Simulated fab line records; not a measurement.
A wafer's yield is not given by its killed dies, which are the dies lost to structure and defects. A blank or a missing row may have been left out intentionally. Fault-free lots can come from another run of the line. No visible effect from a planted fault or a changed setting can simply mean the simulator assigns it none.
Chamber matching ; flow n5-finfet ; N5_BEOL_M6_CURE_74 on uv-cure-03: 3 sister chambers
The step cures SiCOH lowk, time 240 s. 6 wafers are shown with their chamber, then 11 later ones without.

== EACH WAFER AND ITS CHAMBER ==
wafer;chamber;wafer_temp_C_max;lamp-power-pct (%)
L082.3;0;386.4;52.32
L082.6;0;386.1;52.21
L084.2;1;388.9;52.38
L084.5;1;388.1;52.28
L088.3;2;387.5;52.30
L087.1;2;386.7;52.32

== WAFERS MISSING THEIR CHAMBER ==
wafer;wafer_temp_C_max;lamp-power-pct (%)
L087.2;387.2;52.38
L087.3;386.5;52.28
L090.2;386.1;52.30
L090.3;386.4;52.36
L090.5;386.1;52.37
L096.2;386.3;52.34
L096.3;386.3;52.17
L096.5;386.2;52.28
L097.2;386.9;52.28
L097.4;387.1;52.33
L097.5;387.4;52.39

== WHICH CHAMBER EACH WENT THROUGH ==
wafer;from the rows above;in truth
L087.2;can't be placed: 2 or 0 or 1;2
L087.3;can't be placed: 0 or 2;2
L090.2;can't be placed: 0 or 2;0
L090.3;can't be placed: 0 or 2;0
L090.5;can't be placed: 0 or 2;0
L096.2;can't be placed: 0 or 2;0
L096.3;can't be placed: 0 or 2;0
L096.5;can't be placed: 0 or 2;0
L097.2;can't be placed: 2 or 0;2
L097.4;can't be placed: 2 or 0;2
L097.5;can't be placed: 2 or 1 or 0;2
Correctly placed: 0 of 11. Unplaceable from these rows: 11, with the true chamber sitting among the candidates in 11. Number placed wrongly: 0.
How it was worked out, from the rows above alone: a wafer's distance from a chamber is the root of the sum, over the readings, of the square of ((its reading less the chamber's mean) divided by the reading's scatter). The wafer belongs to the nearest chamber; if the next one is less than 2 further off, it can't be placed. For every chamber, the mean is computed from those of its wafers that are shown. How the scatter is found: for the shown wafers, subtract from each reading the mean of its chamber, square and add these, divide the total by (wafers less chambers), then take the root.
